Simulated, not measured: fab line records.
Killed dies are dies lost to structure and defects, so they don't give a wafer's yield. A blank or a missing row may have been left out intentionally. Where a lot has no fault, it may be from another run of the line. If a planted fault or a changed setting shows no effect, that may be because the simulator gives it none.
Which of the tools did it?	flow nand harc	Sampling: 13 lots, 39 wafers, 5 of 1302 route steps

## WHAT EACH GAUGE READ, for each wafer
NHARC_A_M1_INSPECT_27. Usual: raw defect count reads 543 (standard deviation 130).
lot	measured	on	raw defect count	flag
L578	day 23 09:51	defect inspect-02	419 386 412	
L579	day 23 12:44	defect inspect-02	441 518 406	
L580	day 23 17:32	defect inspect-01	602 631 528	
L582	day 25 02:48	defect inspect-02	373 437 505	
L584	day 25 13:51	defect inspect-01	476 530 617	
L585	day 26 16:28	defect inspect-01	454 560 505	
L586	day 26 17:54	defect inspect-02	467 675 457	
L594	day 29 12:43	defect inspect-01	467 620 409	
L597	day 31 00:30	defect inspect-01	570 445 607	
L595	day 31 02:19	defect inspect-02	567 963 659	
L596	day 31 03:32	defect inspect-02	482 623 503	
L599	day 31 10:53	defect inspect-02	511 589 533	
L598	day 31 16:49	defect inspect-01	317 407 477	

NHARC_END_SORT_01. Usual: defect limited yield is 90.3 % with standard deviation 3, killed at array is 60 with standard deviation 21, killed at other is 1.0 with standard deviation 1.2, killed at periphery is 4.2 with standard deviation 2.8, killed dies is 65 with standard deviation 20, killed open is 3.1 with standard deviation 1.8, and killed short is 2.6 with standard deviation 1.6.
lot	measured	on	defect limited yield (%)	killed at array	killed at other	killed at periphery	killed dies	killed open	killed short	flag
L579	day 24 20:43	prober-02	92.8 91.6 91.7	42 49 44	0 1 2	7 7 10	49 57 56	1 2 1	1 4 2	
L580	day 25 04:47	prober-01	88.6 85.1 85.7	76 98 94	1 2 1	0 1 2	77 101 97	4 5 2	1 1 5	
L584	day 26 23:10	prober-02	86.3 85.4 86.0	88 96 93	1 0 1	4 3 1	93 99 95	5 5 1	3 4 4	
L585	day 28 08:25	prober-01	88.6 87.3 87.3	69 85 83	6 0 1	2 1 2	77 86 86	6 5 3	2 1 3	
L596	day 33 05:25	prober-01	92.2 91.6 91.7	48 48 44	0 0 0	5 9 12	53 57 56	3 4 3	2 3 2	

## EACH LOT AND THE TOOL THAT RAN IT (in order: tool; ch and the chambers of the sampled wafers; start)
lot	NHARC_A_M1_PRE_CLEAN_30	NHARC_A_M1_PVD_20	NHARC_A_M1_DEP_33
L578	pvd sputter-01, day 23 09:51 or earlier	pvd sputter-01, day 23 09:51 or earlier	pecvd-01 ch 0,1,2, day 23 10:05
L579	pvd sputter-03, day 23 12:44 or earlier	pvd sputter-03, day 23 12:44 or earlier	pecvd-01 ch 0,1,2, day 23 13:01
L580	pvd sputter-02, day 23 17:32 or earlier	pvd sputter-02, day 23 17:32 or earlier	pecvd-01 ch 0,2, day 23 17:41
L582	pvd sputter-03, day 25 02:48 or earlier	pvd sputter-03, day 25 02:48 or earlier	pecvd-03 ch 1,2, day 25 02:57
L584	pvd sputter-03, day 25 13:51 or earlier	pvd sputter-03, day 25 13:51 or earlier	pecvd-01 ch 0,1, day 25 14:02
L585	pvd sputter-01, day 26 16:28 or earlier	pvd sputter-01, day 26 16:28 or earlier	pecvd-02 ch 0,2, day 26 16:39
L586	pvd sputter-02, day 26 17:54 or earlier	pvd sputter-02, day 26 17:54 or earlier	pecvd-02 ch 0,1,2, day 26 18:08
L594	pvd sputter-01, day 29 12:43 or earlier	pvd sputter-01, day 29 12:43 or earlier	pecvd-03 ch 0,1, day 29 12:52
L597	pvd sputter-03, day 31 00:30 or earlier	pvd sputter-03, day 31 00:30 or earlier	pecvd-01 ch 0,1,2, day 31 00:41
L595	pvd sputter-02, day 31 02:19 or earlier	pvd sputter-02, day 31 02:19 or earlier	pecvd-03 ch 0,1,2, day 31 02:35
L596	pvd sputter-02, day 31 03:32 or earlier	pvd sputter-02, day 31 03:32 or earlier	pecvd-03 ch 0,1,2, day 31 03:49
L599	pvd sputter-02, day 31 10:53 or earlier	pvd sputter-02, day 31 10:53 or earlier	pecvd-02 ch 0,1, day 31 11:34
L598	pvd sputter-01, day 31 16:49 or earlier	pvd sputter-01, day 31 16:49 or earlier	pecvd-02 ch 0,1,2, day 31 17:00
- NHARC_A_M1_PRE_CLEAN_30: time 30 s.
- NHARC_A_M1_PVD_20: deposits TaN, target thk 5 nm, time 8.06 s.
- NHARC_A_M1_DEP_33: deposits SiCN, target thk 30 nm.

## AS READ BY THE TOOLS THEMSELVES (means over the sampled wafers that have a number; for cases with no such wafer, the mark the record gives instead)
NHARC_A_M1_PRE_CLEAN_30. Usual: heater power w reads 414 W (standard deviation 52).
lot	tool	heater power w (W)	flag
L578	pvd sputter-01	430	
L579	pvd sputter-03	420	
L580	pvd sputter-02	363	
L582	pvd sputter-03	427	
L584	pvd sputter-03	425	
L585	pvd sputter-01	491	
L586	pvd sputter-02	335	
L594	pvd sputter-01	397	
L597	pvd sputter-03	420	
L595	pvd sputter-02	349	
L596	pvd sputter-02	356	
L599	pvd sputter-02	354	
L598	pvd sputter-01	481	

NHARC_A_M1_PVD_20. Usual: bias v 168.2 V, standard deviation 1.8; chamber pressure pa 0.11999 Pa, standard deviation 0.00023; throttle valve pct 29.7 %, standard deviation 1.1.
lot	tool	bias v (V)	chamber pressure pa (Pa)	throttle valve pct (%)	flag
L578	pvd sputter-01	168.4	0.11981	28.9	
L579	pvd sputter-03	168.7	0.11980	29.8	
L580	pvd sputter-02	169.0	0.12007	30.0	
L582	pvd sputter-03	167.3	0.12014	30.4	
L584	pvd sputter-03	166.8	0.11989	29.4	
L585	pvd sputter-01	167.4	0.11993	29.1	
L586	pvd sputter-02	168.4	0.11998	30.1	
L594	pvd sputter-01	168.6	0.11979	29.9	
L597	pvd sputter-03	165.8	0.12015	30.2	
L595	pvd sputter-02	166.6	0.11979	30.1	
L596	pvd sputter-02	169.0	0.11992	29.5	
L599	pvd sputter-02	166.8	0.12006	30.1	
L598	pvd sputter-01	171.4	0.12005	29.1	

NHARC_A_M1_DEP_33. Usual: heater power w 549 W, standard deviation 57; rf fwd power W 449.1 W, standard deviation 1.4; showerhead vpp V 1331 V, standard deviation 73.
lot	tool	heater power w (W)	rf fwd power W (W)	showerhead vpp V (V)	flag
L578	pecvd-01	471	448.6	1369	
L579	pecvd-01	532	448.5	1379	
L580	pecvd-01	461	449.9	1337	
L582	pecvd-03	577	449.2	1320	
L584	pecvd-01	478	448.4	1420	
L585	pecvd-02	604	449.4	1364	
L586	pecvd-02	530	449.2	1313	
L594	pecvd-03	613	448.4	1222	
L597	pecvd-01	491	449.5	1379	
L595	pecvd-03	557	472.6	1321	OFF
L596	pecvd-03	588	472.3	1319	OFF
L599	pecvd-02	597	450.2	1293	
L598	pecvd-02	578	448.9	1328	

## THE ANSWER, worked out from the rows above alone
Rule: a lot counts as off when the mean over its wafers that have a number is more than 3 standard deviations away from the usual mean. A lot without any number at a reading at which 4 lots or more have one is off too. All remaining lots with rows at the step are treated as sound. First the gauges in route order, then the tools' own readings, where a lot's mean is used as printed above. At the first step where some lot is off, the reading lying furthest off is the one used; lots without a number count as furthest.
Off: L595, L596 (NHARC_A_M1_DEP_33, rf fwd power W).
If a tool, at that step or one of the process steps before it, ran each lot that is off and ran no sound lot following the first of them, it fits. With no start given for some of its lots, NHARC_A_M1_PRE_CLEAN_30 uses the hours and lot order of NHARC_A_M1_INSPECT_27. With no start given for some of its lots, NHARC_A_M1_PVD_20 uses the hours and lot order of NHARC_A_M1_INSPECT_27. One fits: pecvd-03 at NHARC_A_M1_DEP_33. A fault onset in the window from L594 (day 29 12:52, its last sound lot) to L595 (day 31 02:35, its first lot off) fits.
On the lots that are off, the tool's own readings at NHARC_A_M1_DEP_33 differ by more than 5 times the standard deviation of the sound lots' means, which bears it out; rf fwd power W reads 472.5 W there versus 449.1 W on the sound lots.

## WHAT HAD BEEN PUT IN BY THE SIMULATOR
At NHARC_A_M1_DEP_33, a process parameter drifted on pecvd-03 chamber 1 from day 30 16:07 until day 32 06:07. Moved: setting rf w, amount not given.
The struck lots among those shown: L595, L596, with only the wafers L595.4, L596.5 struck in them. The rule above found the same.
